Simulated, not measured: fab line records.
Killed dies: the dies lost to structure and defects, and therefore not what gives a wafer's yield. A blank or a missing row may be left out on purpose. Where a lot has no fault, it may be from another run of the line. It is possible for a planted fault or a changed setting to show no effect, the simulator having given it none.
A lot that was struck, set against a sound lot / flow n5Finfet / 20 steps out of a route of 1938
Sound: wafers L526.3, L526.4, L526.6. The struck wafers were L523.1, L523.4, L523.5. The cause is named last.
For every step that has rows: the tool of each side, followed by ch and its chambers, followed by its first start. Under that, the readings that differ: sound wafers / struck wafers / difference of the means / sigmas: that difference in standard deviations of wafers without a fault.
alike: readings with means less than 2 such deviations apart, plus words and numbers identical on both sides. not compared: withheld readings, readings lacking a value on some wafer, bounds such as >300 that could conceal the same value, and numbers that have no deviation in the record and whose values overlap.
A row with sigmas, a row that says differs or no value, or rows on one side alone: a step with any of these is where the two part. Numbers that don't overlap but have no deviation are shown without sigmas and don't part them. A reading that every wafer of one side lacks parts them only if that side has two wafers or more.

first, 9 steps without rows for these wafers: N5_BEOL_M8_DESCUM_16 (chemistry O2, time 7.9 s); N5_BEOL_M8_ETCH_61 (etches SiARC in CF4, target depth 45.5 nm, time 75.8 s); N5_BEOL_M8_ETCH_62 (etches SOC in N2/H2, target depth 110 nm, overetch 22 nm, time 165 s); N5_BEOL_M8_STRIP_68 (strips in N2/H2); N5_BEOL_M8_STRIP_67 (strips in CF4); N5_BEOL_M8_HM_OPEN_17 (chemistry Cl2/BCl3, target TiN, target depth 20 nm, overetch 6 nm); N5_BEOL_M8_STRIP_19 (strips in O2); N5_BEOL_M8_COAT_63 (time 60 s, resist thk 60 nm); N5_BEOL_M8_COAT_64 (time 60 s, resist thk 12 nm).
N5_BEOL_M8_COAT_71: time 60 s, resist thk 5 nm.
  sound on lithoTrack-03 ch 0, day 17 18:56; struck on lithoTrack-04 ch 0, day 18 16:20
reading=spinSpeedRpm (rpm); sound=1500.0 1498.8 1499.3; struck=1411.1 1410.4 1408.3; difference=-89.4; sigmas=-89
  alike: exhaustPa, heaterPowerTotalW, plateTempC, resistLineTempC
then, 7 steps without rows for these wafers: N5_BEOL_M8_COAT_22 (resist thk 30 nm); N5_BEOL_M8_EBR_24; N5_BEOL_M8_SOFTBAKE_23 (time 60 s); N5_BEOL_M8_EXPOSE_25 (exposes mask V7, target cd 40 nm); N5_BEOL_M8_PEB_26 (peb time 60 s); N5_BEOL_M8_DEVELOP_27 (develop time 30 s); N5_BEOL_M8_DESCUM_33 (chemistry O2, time 7 s).
N5_BEOL_M8_ETCH_72: etches underlayer in N2/H2, target depth 6.5 nm, time 5.2 s.
  sound on rieDiel-03 ch 0,1,3, day 17 19:41; struck on rieDiel-03 ch 2,3, day 18 16:54
reading=model.etch.depthNm (nm); sound=5.004 5.018 5.003; struck=5.194 5.175 5.178; difference=+0.174; sigmas=
  alike: drypumpMotorCurrentA, etchRfOnTimeS, oesProductAu, rfVppV, showerheadPlenumPTorr, throttleValvePct
  not compared: rfHoursCounterH
then, 2 steps without rows for these wafers: N5_BEOL_M8_ETCH_65 (etches SiARC in CF4, target depth 15.6 nm, time 26 s); N5_PASSIVATION_PROBE_49.

WHERE THEY PART
At N5_BEOL_M8_COAT_71 and nowhere else, as far as this record goes. Later steps at which nothing parts them and some readings are alike: N5_BEOL_M8_ETCH_72.

WHY: what the simulator had put in
Process parameters drifting: lithoTrack-04 at N5_BEOL_M8_COAT_71, beginning at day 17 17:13. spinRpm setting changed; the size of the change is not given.
